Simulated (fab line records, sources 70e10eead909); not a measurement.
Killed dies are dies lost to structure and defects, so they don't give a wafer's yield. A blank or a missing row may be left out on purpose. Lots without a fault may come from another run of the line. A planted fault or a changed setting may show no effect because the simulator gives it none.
Chamber matching | flow nand_harc | NHARC_A_BONDPAD_DEP_00 on pecvd-03: 3 sister chambers
The step deposits SiCN, target thk 250 nm. 3 wafers are shown with their chamber, then 7 later ones without.

WAFERS WITH THEIR CHAMBER
wafer  | chamber | heater_power_w (W)
L087.5 | 2       | 441
L089.1 | 1       | 557
L089.2 | 0       | 481

WAFERS WITHOUT THEIR CHAMBER
wafer  | heater_power_w (W)
L089.3 | 486
L091.3 | 540
L091.4 | 555
L091.6 | 458
L092.1 | 498
L092.3 | 577
L092.6 | 511

WHICH CHAMBER EACH WENT THROUGH
wafer  | from the rows above     | in truth
L089.3 | 0                       | 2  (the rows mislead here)
L091.3 | 1                       | 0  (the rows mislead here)
L091.4 | 1                       | 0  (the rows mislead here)
L091.6 | can't be placed: 2 or 0 | 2
L092.1 | 0                       | 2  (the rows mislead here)
L092.3 | 1                       | 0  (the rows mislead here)
L092.6 | can't be placed: 0 or 1 | 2
Placed correctly: 0 of 7. Can't be placed from these rows: 2 (the true chamber is among the candidates in 1). Placed wrongly: 5.
How it was worked out, from the rows above alone: a wafer's distance from a chamber is the root of the sum, over the readings, of the square of ((its reading less the chamber's mean) divided by the reading's scatter). The wafer belongs to the nearest chamber; if the next one is less than 2 further off, it can't be placed. A chamber's mean is the mean of its shown wafers. The scatter: with one shown wafer a chamber, the root of the mean of the squares of how far each hidden wafer lies from its nearest shown one.
